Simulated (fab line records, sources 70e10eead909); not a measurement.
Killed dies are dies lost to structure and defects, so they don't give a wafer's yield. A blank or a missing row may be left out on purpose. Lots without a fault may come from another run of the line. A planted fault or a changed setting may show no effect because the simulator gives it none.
fab line records | flow nand_harc
record lots=6 wafers=18 last_day=29
route steps=1302 shown P_M2@339 P_BONDPAD@351 END@1302
lots that met no fault: from a run of the same line without faults
start_h: hours from the record's first day to the start of the lot's first wafer shown | wait_h: hours since the lot's step before | " the same as in the row above | L1.1+2: a row that stands for several wafers | - no value, or no start given | * or withheld: withheld | < > ~ a bound
route shown NAME@n: a module of which the file shows steps, and the number in the route of the first | usual: mean/standard deviation of fault-free wafers | same: alike in all rows | chamber/n: place in a boat | sites: the reading at each site | _std_site: their standard deviation | _edge_site: outer sites' mean less inner sites' | radius_mm: how far each site lies from the wafer's centre | mask NAME#n: copy n | behind: the tool/chamber that last shaped the wafer | hold: why the lot was held/for how many hours/how that ended | device: the transistor (n, p or np) that didn't switch | end of line: the same wafers' tests at the end of the route | a step without rows: its recipe alone | killed: dies lost to structure and defects at the first sort, not the wafer's yield | map: a wafer's dies, x killed, . not, _ none there
set.NAME: the setting as run; set.NAME@STEP: as run at that earlier step | model.NAME: the simulator's own value behind a step, which no gauge read
lots at some steps of the route; a table a step, a row a wafer
services: from which hour (start_h, from the record's first day; less than 0 if before it) a tool's chamber was out of use, for how many hours, and why
## steps
# step NHARC_P_M2_PRE_CLEAN_30
# recipe time_s=30 temp_c=280 gas=H2/He
# usual heater_power_w=402/25
# columns lot.wafer tool chamber start_h wait_h heater_power_w
L605.1 pvd_sputter-01 - - - 382
L605.3 " - " " 402
L605.6 " - " " 405
L608.3 pvd_sputter-02 - - - 419
L608.6 " - " " 407
L608.5 " - " " 463
L610.2 pvd_sputter-01 - - - 400
L610.5 " - " " 388
L610.6 " - " " 399
L613.4 pvd_sputter-03 - - - 363
L613.1 " - " " 402
L613.3 " - " " 353
L615.2 pvd_sputter-02 - - - 386
L615.1 " - " " 461
L615.5 " - " " 411
L616.4 pvd_sputter-03 - - - 401
L616.1 " - " " 411
L616.3 " - " " 376
# step NHARC_P_M2_PVD_20
# recipe target_thk_a=50 bias_v=168.6 power_w=15000 chamber_pressure_pa=0.12 time_s=8.06 substrate_temp_c=50 material=TaN
# usual bias_v=168.6/1.7 throttle_valve_pct=30.1/0.85
# columns lot.wafer tool chamber start_h wait_h bias_v throttle_valve_pct
L605.3 pvd_sputter-01 - - - 168.7 31.0
L605.1 " - " " 168.7 29.5
L605.6 " - " " 173.2 29.9
L608.3 pvd_sputter-02 - - - 170.9 29.2
L608.6 " - " " 169.6 29.2
L608.5 " - " " 170.9 29.3
L610.2 pvd_sputter-01 - - - 167.9 31.2
L610.6 " - " " 165.8 29.8
L610.5 " - " " 170.6 31.0
L613.3 pvd_sputter-03 - - - 170.6 31.3
L613.1 " - " " 169.5 28.6
L613.4 " - " " 166.1 30.5
L615.2 pvd_sputter-02 - - - 166.6 29.6
L615.1 " - " " 170.1 30.3
L615.5 " - " " 166.8 29.6
L616.1 pvd_sputter-03 - - - 169.8 30.4
L616.3 " - " " 168.4 31.2
L616.4 " - " " 168.8 28.5
# step NHARC_P_M2_PVD_21
# recipe target_thk_a=300 chamber_pressure_pa=5 power_w=5000 substrate_temp_c=30 time_s=20.49 material=Cu
# usual throttle_valve_pct=30.1/0.87
# columns lot.wafer tool chamber start_h wait_h throttle_valve_pct
L605.3 pvd_sputter-01 - - - 30.9
L605.1 " - " " 29.6
L605.6 " - " " 31.1
L608.3 pvd_sputter-02 - - - 29.2
L608.5 " - " " 29.7
L608.6 " - " " 29.6
L610.2 pvd_sputter-01 - - - 31.1
L610.6 " - " " 31.2
L610.5 " - " " 29.8
L613.3 pvd_sputter-03 - - - 31.3
L613.1 " - " " 31.2
L613.4 " - " " 30.4
L615.2 pvd_sputter-02 - - - 30.3
L615.1 " - " " 29.3
L615.5 " - " " 29.8
L616.1 pvd_sputter-03 - - - 28.8
L616.3 " - " " 31.0
L616.4 " - " " 30.4
# step NHARC_P_M2_ECD_22
# recipe target_thk_a=4000 bath_temp_c=25 material=Cu
# step NHARC_P_M2_ANNEAL_31
# recipe temp_c=225 time_s=90
# usual wafer_temp_C_max=226.6/0.39
# columns lot.wafer tool chamber start_h wait_h wafer_temp_C_max
L605.1 rtp_anneal-02 0 148.28 - 226.6
L605.3 " 0 " " 226.8
L605.6 " 0 " " 226.7
L608.3 rtp_anneal-01 0 180.28 - 226.6
L608.5 " 0 " " 226.9
L608.6 " 0 " " 227.5
L610.2 rtp_anneal-01 0 208.08 - 226.5
L610.5 " 0 " " 226.5
L610.6 " 0 " " 227.0
L613.1 rtp_anneal-01 0 230.61 - 226.8
L613.3 " 0 " " 226.7
L613.4 " 0 " " 227.2
L615.1 rtp_anneal-02 0 249.16 - 226.2
L615.2 " 0 " " 226.3
L615.5 " 0 " " 226.0
L616.1 rtp_anneal-02 0 262.37 0.3 226.2
L616.3 " 0 " " 226.5
L616.4 " 0 " " 227.1
# step NHARC_P_M2_CMP_23
# recipe t_overpolish_s=20 target_thk_nm=144.3
# step NHARC_P_M2_THK_MEAS_24
# recipe thk_meas_gauge=xrf
# usual thk_nm=144.9/1.4
# columns lot.wafer tool chamber start_h wait_h thk_nm
L605.1 film_metro-01 - 148.94 - 144.4
L605.3 " - " " 143.9
L605.6 " - " " 146.5
L608.3 film_metro-02 - 180.84 - 144.7
L608.5 " - " " 145.2
L608.6 " - " " 144.1
L610.2 film_metro-01 - 208.69 - 143.8
L610.5 " - " " 143.4
L610.6 " - " " 141.5
L613.1 film_metro-02 - 231.27 - 144.6
L613.3 " - " " 146.4
L613.4 " - " " 144.3
L615.1 film_metro-02 - 249.82 - 142.3
L615.2 " - " " 143.0
L615.5 " - " " 148.1
L616.1 film_metro-01 - 263.04 - 144.9
L616.3 " - " " 145.2
L616.4 " - " " 144.2
# step NHARC_P_M2_SRD_25
# step NHARC_P_M2_INSPECT_27
# usual raw_defect_count=324/120
# columns lot.wafer tool chamber start_h wait_h raw_defect_count
L605.1 defect_inspect-01 - 149.10 0.0 230
L605.3 " - " " 356
L605.6 " - " " 284
L608.3 defect_inspect-01 - 180.99 0.0 214
L608.5 " - " " 239
L608.6 " - " " 310
L610.2 defect_inspect-01 - 208.86 0.0 175
L610.5 " - " " 451
L610.6 " - " " 154
L613.1 defect_inspect-01 - 231.43 0.0 536
L613.3 " - " " 281
L613.4 " - " " 560
L615.1 defect_inspect-01 - 249.99 0.0 479
L615.2 " - " " 473
L615.5 " - " " 495
L616.1 defect_inspect-02 - 263.19 0.0 221
L616.3 " - " " 188
L616.4 " - " " 209
# step NHARC_P_M2_PRE_CLEAN_32
# recipe time_s=12 temp_c=370 rf_power_w=300 gas=NH3
# usual heater_power_w=622/78
# columns lot.wafer tool chamber start_h wait_h heater_power_w since_wet_clean_h
L605.3 pecvd-02 0 149.16 0.1 637 90
L605.1 " 1 " " 508 90
L605.6 " 0 " " 648 -
L608.3 pecvd-03 2 181.06 0.1 747 164
L608.5 " 0 " " 662 -
L608.6 " 1 " " 686 -
L610.2 pecvd-03 0 208.94 0.1 701 11
L610.6 " 2 " " 735 -
L610.5 " 1 " " 657 -
L613.3 pecvd-01 1 231.50 0.1 710 88
L613.1 " 0 " " 538 88
L613.4 " 2 " " 581 -
L615.2 pecvd-02 0 250.06 0.1 546 10
L615.1 " 2 " " 518 10
L615.5 " 2 " " 504 -
L616.1 pecvd-02 0 263.27 0.1 548 23
L616.3 " 1 " " 553 23
L616.4 " 2 " " 610 -
# step NHARC_P_M2_DEP_33
# recipe target_thk_a=300 temp_c=370 target_thk_nm=30 pressure_torr=3 flow_sccm=200 rf_w=450 material=SiCN
# step NHARC_P_BONDPAD_DEP_00
# recipe target_thk_a=2500 temp_c=370 target_thk_nm=250 pressure_torr=3 flow_sccm=200 rf_w=450 material=SiCN
# usual heater_power_w=555/70
# columns lot.wafer tool chamber start_h wait_h heater_power_w since_wet_clean_h
L605.3 pecvd-02 1 149.84 - 479 91
L605.1 " 0 " " 569 91
L605.6 " 1 " " 496 -
L608.3 pecvd-02 1 181.60 - 469 123
L608.5 " 0 " " 528 -
L608.6 " 2 " " 560 -
L610.2 pecvd-01 1 209.51 - 627 66
L610.6 " 2 " " 497 -
L610.5 " 1 " " 659 -
L613.1 pecvd-01 1 231.97 - 694 89
L613.3 " 2 " " 500 89
L613.4 " 0 " " 524 -
L615.2 pecvd-01 2 250.55 - 434 107
L615.1 " 1 " " 645 107
L615.5 " 2 " " 445 -
L615.2 pecvd-01 2 251.15 - 448 -
L615.1 " 1 " " 651 -
L615.5 " 2 " " 451 -
L616.1 pecvd-01 1 263.76 - 560 120
L616.3 " 2 " " 479 120
L616.4 " 1 " " 613 -
L616.1 pecvd-01 1 264.35 - 589 -
L616.3 " 2 " " 472 -
L616.4 " 1 " " 577 -
# step NHARC_P_BONDPAD_CMP_32
# recipe target_thk_nm=200 material=SiCN
# step NHARC_END_SORT_01
# recipe temp_c=25
# usual defect_limited_yield=91.7/2.8 killed_at_array=52/19 killed_at_other=0.8/1 killed_at_periphery=3.7/2.5 killed_dies=56/19 killed_open=3.5/2 killed_short=2.2/1.4 sort_bin_2_pct=2.9/1.2 sort_bin_3_pct=0.6/0.36 sort_bin_4_pct=4.8/1.6 sort_n_pass=621/19 sort_rim_yield_pct=92/3.9 sort_yield_pct=91.7/2.8
# same gross_dies=677 sort_bin_5_pct[%]=0 sort_bin_6_pct[%]=0 sort_bin_7_pct[%]=0 sort_bin_8_pct[%]=0 sort_rim_n_gross=106.00
# columns lot.wafer tool chamber start_h wait_h defect_limited_yield[%] killed_at_array killed_at_other killed_at_periphery killed_dies killed_open killed_short sort_bin_2_pct[%] sort_bin_3_pct[%] sort_bin_4_pct[%] sort_n_pass sort_rim_yield_pct[%] sort_yield_pct[%]
L605.1 prober-01 0 569.29 2.5 88.2 76 1 3 80 5 3 4.6 0.9 6.4 597 84 88.2
L605.3 prober-01 0 570.90 3.1 90.3 66 0 0 66 5 3 3.8 0.9 5.0 611 89 90.3
L605.6 prober-01 0 573.30 4.0 88.0 80 0 1 81 3 0 5.2 0.7 6.1 596 83 88.0
L608.3 prober-02 0 598.33 3.1 92.6 50 0 0 50 3 3 2.7 0.9 3.8 627 88 92.6
L608.5 prober-02 0 599.93 3.7 95.0 32 0 2 34 1 2 2.1 0.6 2.4 643 86 95.0
L608.6 prober-02 0 600.73 4.0 91.4 55 0 3 58 2 2 3.7 1.6 3.2 619 90 91.4
L613.1 prober-01 0 664.65 2.5 89.8 64 0 5 69 4 2 4.1 0.7 5.3 608 93 89.8
L613.3 prober-01 0 666.25 3.1 90.8 61 1 0 62 3 3 4.1 0.4 4.6 615 90 90.8
L613.4 prober-01 0 667.04 3.4 89.4 68 1 3 72 3 0 4.0 0.3 6.4 605 92 89.4
# killed by level:class
L605.1 A_CHANNEL_HOLE_D2:chamber_film_flake=24 A_SLIT:chamber_film_flake=17 A_CHANNEL_HOLE_D1:chamber_film_flake=15 A_STAIRCASE:chamber_film_flake=7 A_CONTACT:chamber_film_flake=4 P_GATE:chamber_film_flake=2 A_M0:chamber_film_flake=2 P_GATE:geometric_particle:open=1
L605.3 A_SLIT:chamber_film_flake=26 A_CHANNEL_HOLE_D2:chamber_film_flake=12 A_CHANNEL_HOLE_D1:chamber_film_flake=8 A_STAIRCASE:chamber_film_flake=7 A_CHANNEL_FILL_D2:geometric_particle:open=3 A_SGD_CUT:geometric_particle:short=2 A_DECK1_JOINT:chamber_film_flake=2 A_CONTACT:chamber_film_flake=2
L605.6 A_CHANNEL_HOLE_D1:chamber_film_flake=31 A_SLIT:chamber_film_flake=20 A_CHANNEL_HOLE_D2:chamber_film_flake=15 A_STAIRCASE:chamber_film_flake=5 A_CONTACT:chamber_film_flake=4 A_ONON_D1:geometric_particle:open=1 A_ONON_D2:geometric_particle:open=1 A_CHANNEL_FILL_D2:geometric_particle:open=1
L608.3 A_CHANNEL_HOLE_D2:chamber_film_flake=27 A_CHANNEL_HOLE_D1:chamber_film_flake=10 A_CONTACT:chamber_film_flake=4 A_CHANNEL_FILL_D1:chamber_film_flake=2 A_SOURCE_PLATE:geometric_particle:short=1 A_ONON_D1:geometric_particle:open=1 A_ONON_D2:geometric_particle:open=1 A_CHANNEL_FILL_D2:geometric_particle:short=1
L608.5 A_CHANNEL_HOLE_D2:chamber_film_flake=11 A_CHANNEL_HOLE_D1:chamber_film_flake=11 A_CONTACT:chamber_film_flake=6 P_M0:geometric_particle:open=1 A_SGD_CUT:geometric_particle:short=1 A_M0:geometric_particle:short=1 P_STI:chamber_film_flake=1 A_DECK1_JOINT:chamber_film_flake=1
L608.6 A_CHANNEL_HOLE_D2:chamber_film_flake=25 A_CHANNEL_HOLE_D1:chamber_film_flake=21 A_CONTACT:chamber_film_flake=3 P_ZERO_WELL:geometric_particle:open=1 A_ONON_D1:geometric_particle:short=1 A_ONON_D2:geometric_particle:short=1 A_M0:geometric_particle:open=1 P_ZERO_WELL:chamber_film_flake=1
L613.1 A_CHANNEL_HOLE_D1:chamber_film_flake=31 A_CHANNEL_HOLE_D2:chamber_film_flake=16 A_CHANNEL_FILL_D2:chamber_film_flake=4 A_STAIRCASE:chamber_film_flake=4 A_M0:geometric_particle:open=3 A_CHANNEL_FILL_D1:chamber_film_flake=3 P_M2:chamber_film_flake=2 P_M2:geometric_particle:open=1
L613.3 A_CHANNEL_HOLE_D1:chamber_film_flake=28 A_CHANNEL_HOLE_D2:chamber_film_flake=18 A_DECK1_JOINT:chamber_film_flake=3 A_SLIT:chamber_film_flake=2 A_STAIRCASE:chamber_film_flake=2 A_SOURCE_PLATE:geometric_particle:open=1 A_DECK1_JOINT:geometric_particle:short=1 A_SGD_CUT:geometric_particle:short=1
L613.4 A_CHANNEL_HOLE_D1:chamber_film_flake=28 A_CHANNEL_HOLE_D2:chamber_film_flake=27 A_ZERO_WELL:chamber_film_flake=3 P_M2:chamber_film_flake=2 A_SLIT:chamber_film_flake=2 A_M1:chamber_film_flake=2 A_DECK1_JOINT:geometric_particle:open=1 A_ONON_D2:geometric_particle:open=1
## services
# columns tool chamber start_h hours kind
pecvd-02 - 128.49 1.2 repair
pecvd-01 - 130.36 13.0 pm
pecvd-01 0 130.36 13.0 vent_cycle
pecvd-01 1 130.36 16.4 vent_cycle
pecvd-01 2 130.36 13.0 vent_cycle
pecvd-01 0 143.36 - clean
pecvd-01 2 143.36 - clean
pecvd-03 - 146.65 1.3 repair
pecvd-01 - 148.28 1.9 repair
pecvd-01 - 157.65 0.9 repair
pvd_sputter-01 - 159.21 14.6 repair
pvd_sputter-03 - 159.56 3.2 repair
pvd_sputter-03 - 176.46 10.0 pm
pvd_sputter-01 - 178.68 1.8 repair
pecvd-03 - 185.13 13.0 pm
pvd_sputter-01 - 226.00 10.0 pm
pecvd-02 - 227.19 13.0 pm
pecvd-02 0 227.19 13.0 vent_cycle
pecvd-02 1 227.19 13.0 vent_cycle
pecvd-02 2 227.19 13.0 vent_cycle
pecvd-02 0 240.19 - clean
pecvd-02 1 240.19 - clean
pecvd-02 2 240.19 - clean
pvd_sputter-03 - 264.44 3.5 repair
## key
first_sign step=NHARC_P_BONDPAD_DEP_00 reading=visit direction=added
effect none on later readings
met_at NHARC_P_BONDPAD_DEP_00
struck_wafers L615.1,L615.2,L615.5,L616.1,L616.3,L616.4
fault kind=repeated_step_whole tool=pecvd-01,pecvd-02,pecvd-03 chamber=- onset_h=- steps=NHARC_P_BONDPAD_DEP_00 times=1 scope=struck_lots_only
